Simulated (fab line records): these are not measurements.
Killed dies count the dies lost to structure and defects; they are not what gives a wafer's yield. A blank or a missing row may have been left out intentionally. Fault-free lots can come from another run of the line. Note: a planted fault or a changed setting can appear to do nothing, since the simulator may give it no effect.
Matching of chambers / flow n5Finfet / N5_FIN_SAQP_HM_DEP_03 on pecvd-03 has 3 sister chambers
The step deposits SiNx from SiH4/NH3/N2, target thk 38 nm, time 33.6 s. 18 wafers are shown with their chamber, then 9 later ones without.

## WAFERS PAIRED WITH THEIR CHAMBERS
wafer=L074.2; chamber=1; showerheadPlenumPTorr (Torr)=5.04; throttleValvePct (%)=41.0; heaterPowerW (W)=850
wafer=L074.5; chamber=1; showerheadPlenumPTorr (Torr)=5.06; throttleValvePct (%)=41.2; heaterPowerW (W)=841
wafer=L074.6; chamber=2; showerheadPlenumPTorr (Torr)=5.06; throttleValvePct (%)=40.8; heaterPowerW (W)=816
wafer=L081.1; chamber=1; showerheadPlenumPTorr (Torr)=5.05; throttleValvePct (%)=41.3; heaterPowerW (W)=889
wafer=L081.3; chamber=2; showerheadPlenumPTorr (Torr)=5.06; throttleValvePct (%)=40.8; heaterPowerW (W)=707
wafer=L081.6; chamber=0; showerheadPlenumPTorr (Torr)=5.18; throttleValvePct (%)=40.3; heaterPowerW (W)=751
wafer=L082.1; chamber=2; showerheadPlenumPTorr (Torr)=5.05; throttleValvePct (%)=40.6; heaterPowerW (W)=822
wafer=L082.3; chamber=0; showerheadPlenumPTorr (Torr)=5.15; throttleValvePct (%)=40.3; heaterPowerW (W)=800
wafer=L082.4; chamber=1; showerheadPlenumPTorr (Torr)=5.05; throttleValvePct (%)=41.3; heaterPowerW (W)=857
wafer=L086.1; chamber=0; showerheadPlenumPTorr (Torr)=5.17; throttleValvePct (%)=40.4; heaterPowerW (W)=876
wafer=L086.4; chamber=2; showerheadPlenumPTorr (Torr)=5.07; throttleValvePct (%)=40.5; heaterPowerW (W)=812
wafer=L086.6; chamber=2; showerheadPlenumPTorr (Torr)=5.07; throttleValvePct (%)=41.0; heaterPowerW (W)=826
wafer=L089.2; chamber=1; showerheadPlenumPTorr (Torr)=5.03; throttleValvePct (%)=40.9; heaterPowerW (W)=849
wafer=L089.4; chamber=0; showerheadPlenumPTorr (Torr)=5.17; throttleValvePct (%)=40.7; heaterPowerW (W)=827
wafer=L089.5; chamber=1; showerheadPlenumPTorr (Torr)=5.04; throttleValvePct (%)=41.1; heaterPowerW (W)=834
wafer=L090.1; chamber=1; showerheadPlenumPTorr (Torr)=5.04; throttleValvePct (%)=41.0; heaterPowerW (W)=890
wafer=L090.4; chamber=2; showerheadPlenumPTorr (Torr)=5.05; throttleValvePct (%)=41.1; heaterPowerW (W)=829
wafer=L090.5; chamber=0; showerheadPlenumPTorr (Torr)=5.16; throttleValvePct (%)=40.8; heaterPowerW (W)=767

SIGNATURES (means of the wafers above)
reading=showerheadPlenumPTorr; chamber 0=5.1660; chamber 1=5.0443; chamber 2=5.0600; scatter within a chamber=0.00997
reading=throttleValvePct; chamber 0=40.500; chamber 1=41.114; chamber 2=40.800; scatter within a chamber=0.205
reading=heaterPowerW; chamber 0=804.20; chamber 1=858.57; chamber 2=802.00; scatter within a chamber=39.9
Rule: for each reading, subtract the chamber's mean from the wafer's reading, divide by that reading's scatter and square the result; add these up over the readings and take the root, which gives the wafer's distance from the chamber. If the next closest chamber is less than 2 further off than the closest, the wafer can't be placed; otherwise it belongs to the closest. The scatter: the root of (the sum of the squares of (reading less its chamber's mean) over the shown wafers, divided by (wafers less chambers)).

## WAFERS MISSING THEIR CHAMBER
wafer=L091.1; showerheadPlenumPTorr (Torr)=5.07; throttleValvePct (%)=40.7; heaterPowerW (W)=802
wafer=L091.4; showerheadPlenumPTorr (Torr)=5.05; throttleValvePct (%)=41.3; heaterPowerW (W)=878
wafer=L091.6; showerheadPlenumPTorr (Torr)=5.08; throttleValvePct (%)=40.8; heaterPowerW (W)=810
wafer=L095.1; showerheadPlenumPTorr (Torr)=5.17; throttleValvePct (%)=40.6; heaterPowerW (W)=909
wafer=L095.2; showerheadPlenumPTorr (Torr)=5.07; throttleValvePct (%)=40.9; heaterPowerW (W)=694
wafer=L095.4; showerheadPlenumPTorr (Torr)=5.06; throttleValvePct (%)=40.8; heaterPowerW (W)=721
wafer=L096.1; showerheadPlenumPTorr (Torr)=5.06; throttleValvePct (%)=40.6; heaterPowerW (W)=784
wafer=L096.2; showerheadPlenumPTorr (Torr)=5.17; throttleValvePct (%)=40.4; heaterPowerW (W)=903
wafer=L096.3; showerheadPlenumPTorr (Torr)=5.06; throttleValvePct (%)=40.8; heaterPowerW (W)=794

## THE CHAMBER EACH PASSED THROUGH
wafer=L091.1; from the rows above=2; in truth=2
wafer=L091.4; from the rows above=1; in truth=1
wafer=L091.6; from the rows above=2; in truth=2
wafer=L095.1; from the rows above=0; in truth=0
wafer=L095.2; from the rows above=2; in truth=2
wafer=L095.4; from the rows above=2; in truth=2
wafer=L096.1; from the rows above=2; in truth=2
wafer=L096.2; from the rows above=0; in truth=0
wafer=L096.3; from the rows above=2; in truth=2
Correct placement for 9 of the 9. From these rows, 0 cannot be placed. 0 placed wrongly.
